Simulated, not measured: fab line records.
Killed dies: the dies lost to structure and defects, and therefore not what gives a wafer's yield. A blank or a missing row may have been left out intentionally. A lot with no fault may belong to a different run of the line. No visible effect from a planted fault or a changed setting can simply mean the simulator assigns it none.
Which tool is to blame? ; flow n5 finfet ; 6 lots with 16 wafers sampled at 4 steps, on a route of 1938 steps

WHAT THE GAUGES READ, wafer by wafer
N5_BEOL_M7_CD_MEAS_11: the cd target is 38.5 nm.
lot;measured;on;cd nm (nm)
L992;day 9 01:34;cd sem-01;38.1 37.2
L994;day 9 12:29;cd sem-02;40.0 39.8
L997;day 10 08:13;cd sem-01;38.0 37.7 38.0
L109;day 13 07:05;cd sem-03;39.6 39.4 39.2
L112;day 14 05:35;cd sem-01;40.8 40.2 40.1
L114;day 14 20:23;cd sem-03;38.0 38.1 37.3

WHAT TOOL EACH LOT RAN ON (gives the tool, then ch and the chambers of the sampled wafers, and finally the start)
lot;N5_BEOL_M6_TRENCH_ETCH_37;N5_BEOL_M6_DEP_56;N5_BEOL_M7_COAT_05
L992;rie diel-05 ch 0,2, day 8 22:52 or earlier;pecvd-02 ch 0,2, day 8 22:52;litho track-03 ch 0, day 9 01:20
L994;rie diel-05 ch 2,3, day 9 09:47 or earlier;pecvd-03 ch 0,1, day 9 09:47;litho track-02 ch 0, day 9 12:07
L997;rie diel-05 ch 0,1,3, day 10 05:30 or earlier;pecvd-02 ch 1,2, day 10 05:30;litho track-02 ch 0, day 10 07:59
L109;rie diel-05 ch 0,1,3, day 13 04:47 or earlier;pecvd-02 ch 0,1,2, day 13 04:47;litho track-03 ch 0, day 13 06:44
L112;rie diel-04 ch 1,2, day 14 03:20 or earlier;pecvd-03 ch 0,1,2, day 14 03:20;litho track-04 ch 0, day 14 05:20
L114;rie diel-05 ch 0,2, day 14 18:23 or earlier;pecvd-01 ch 0,1,2, day 14 18:23;litho track-04 ch 0, day 14 20:02
- N5_BEOL_M6_TRENCH_ETCH_37: etches SiCOH lowk in C4F6/O2, target depth 94.435 nm, time 31.5 s.
- N5_BEOL_M6_DEP_56: deposits SiCN from 3MS/NH3, target thk 10 nm, time 17.5 s.
- N5_BEOL_M7_COAT_05: resist thk 90 nm.

THE ANSWER, worked out from the rows above alone
Rule: usual is defined by the lots themselves. Put in order of their means at a reading, lots are off if they are a third of the lots or fewer, leave a main group of 4 or more, and stand apart from it by a gap of 3 or more times the standard deviation of the main group's means; of several such gaps the widest counts. Not used: any main group whose means are identical at the precision the tables above print for the reading. Also off: a lot with no number at a reading for which 4 or more lots have one. Any other lot the step has rows for is counted as sound.
No lot is off on any of the readings shown, so nothing can be concluded from this.

WHAT HAD BEEN PUT IN BY THE SIMULATOR
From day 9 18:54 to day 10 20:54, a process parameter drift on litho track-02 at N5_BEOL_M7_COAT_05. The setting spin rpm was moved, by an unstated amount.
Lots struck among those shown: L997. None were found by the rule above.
